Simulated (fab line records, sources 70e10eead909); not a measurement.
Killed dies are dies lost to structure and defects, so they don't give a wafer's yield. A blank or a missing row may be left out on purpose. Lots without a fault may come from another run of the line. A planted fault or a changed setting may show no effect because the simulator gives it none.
Problem report in the 8D (eight disciplines) form, filled by code | flow nand_harc | the parts of the form that need people (team, actions taken, sign-off) are left out

1. THE PROBLEM
rf_fwd_power_W at NHARC_A_CONTACT_DEP_24 reads a mean of 1006.4 W on 6 wafers of 2 lots; wafers without a fault read 899.1 W with a standard deviation of 2.5. That is +43 standard deviations from the usual mean.
The step: deposits SiO2, target thk 500 nm.
First seen on wafer L198.1, day 26 18:56, on pecvd-01. The record holds 36 wafers of 12 lots with a number at this step. Rule for "out", or "out of limits": more than 4 standard deviations from the usual mean. The other wafers with a number count as sound.

2. WHAT IT IS AND WHAT IT IS NOT
question                    | is                     | is not
which readings at this step | rf_fwd_power_W         | heater_power_w, mfc_precursor_sccm, throttle_valve_pct
which lots                  | L197, L198             | L184, L187, L188, L189, L193, L199, L200, L201, L204, L207
which wafers of those lots  | all that have a number | -
read on which tools         | pecvd-01               | pecvd-02, pecvd-03
when                        | from day 26 18:56      | up to then (18 sound wafers); but 12 sound wafers of L200, L201, L204, L207 came after

3. SUSPECTS, AND WHAT RULES EACH OUT
Counting: a tool at a process step up to the reading stays a suspect if it ran every lot that is out and no sound lot after the first of them.
- rtp_anneal-02 at NHARC_A_WL_FILL_RTA_01 (time 5 s): ruled out as a lasting fault. Sound lots L200, L204, L207 ran on it after its first lot that is out, L198 (day 26 00:54).
- plasma_asher-01 at NHARC_A_WL_FILL_STRIP_27 (strips in N2/H2, time 20 s): ruled out as a lasting fault. Sound lots L201 ran on it after its first lot that is out, L198 (day 26 02:31).
- pecvd-01 at NHARC_A_CONTACT_DEP_24 (deposits SiO2, target thk 500 nm): ruled out as a lasting fault. Sound lots L207 ran on it after its first lot that is out, L198 (day 26 18:56).
Left after counting: nothing in the record.

4. THE CAUSE (what the simulator had put in)
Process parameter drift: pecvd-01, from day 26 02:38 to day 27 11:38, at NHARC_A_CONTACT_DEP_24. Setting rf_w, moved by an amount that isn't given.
Counting ruled it out, wrongly.

5. THE CHAIN OF EFFECTS, in route order
Each row: a reading whose mean over the struck wafers that have a number lies more than 3 standard deviations from the usual. Only readings for which the record gives a usual standard deviation are gone through. hours: the time from each lot's start at the first step in this table that gives one to its start at this step, as a median over the lots. sigmas: the change in usual standard deviations.
hours | step                   | reading        | usual   | on struck wafers | change | sigmas
0     | NHARC_A_CONTACT_DEP_24 | rf_fwd_power_W | 899.1 W | 1006.4           | +107.2 | +43
The process steps in it:
- NHARC_A_CONTACT_DEP_24: deposits SiO2, target thk 500 nm.
Later measuring or inspecting steps at which every struck wafer that the step has a row for has a number for every such reading, and none has moved that far: NHARC_END_SORT_01.

6. WHAT WOULD HAVE CAUGHT IT SOONER
In this record the first reading out of limits was taken at day 26 18:56, 16 hours after the fault began at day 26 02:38.
